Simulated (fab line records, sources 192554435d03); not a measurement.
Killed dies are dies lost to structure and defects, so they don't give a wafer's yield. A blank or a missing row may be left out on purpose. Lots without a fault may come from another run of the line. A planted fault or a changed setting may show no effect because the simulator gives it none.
Which tool did it? | flow n5_finfet | 11 lots, 33 wafers sampled, at 1 step of a route of 1938

WHAT THE GAUGES READ, wafer by wafer
N5_BEOL_M2_CD_MEAS_28: target cd 26.2 nm, target cd y 24.1 nm.
lot  | measured     | on        | cd_nm (nm)
L325 | day 7 15:58  | cd_sem-02 | 26.24 26.44 26.15
L326 | day 7 17:47  | cd_sem-02 | 26.12 25.99 26.19
L332 | day 9 02:19  | cd_sem-02 | 26.17 26.46 26.47
L335 | day 9 18:35  | cd_sem-01 | 26.18 26.12 26.05
L337 | day 10 16:01 | cd_sem-02 | 26.33 26.06 26.57
L338 | day 10 18:56 | cd_sem-02 | 26.17 26.27 26.19
L339 | day 11 11:36 | cd_sem-03 | 26.34 26.39 26.21
L341 | day 11 17:44 | cd_sem-02 | 25.95 25.87 26.41
L342 | day 12 06:16 | cd_sem-02 | 26.58 26.47 26.43
L344 | day 12 11:58 | cd_sem-01 | 26.69 26.23 26.07
L345 | day 12 12:54 | cd_sem-02 | 26.17 26.35 25.80

WHICH TOOL RAN EACH LOT (tool, then ch and the chambers of the sampled wafers, then the start)
The record holds no process step before these readings.

THE ANSWER, worked out from the rows above alone
Rule: what is usual is taken from the lots themselves. Put in order of their means at a reading, lots are off if they are a third of the lots or fewer, leave a main group of 4 or more, and stand apart from it by a gap of 3 or more times the standard deviation of the main group's means; of several such gaps the widest counts. A main group whose means are all the same, to the digits that the tables above print for the reading, isn't used. A lot without any number at a reading at which 4 lots or more have one is off too. The other lots that the step has rows for count as sound.
No lot is off at any reading shown: from this, nothing can be told.

WHAT THE SIMULATOR HAD PUT IN
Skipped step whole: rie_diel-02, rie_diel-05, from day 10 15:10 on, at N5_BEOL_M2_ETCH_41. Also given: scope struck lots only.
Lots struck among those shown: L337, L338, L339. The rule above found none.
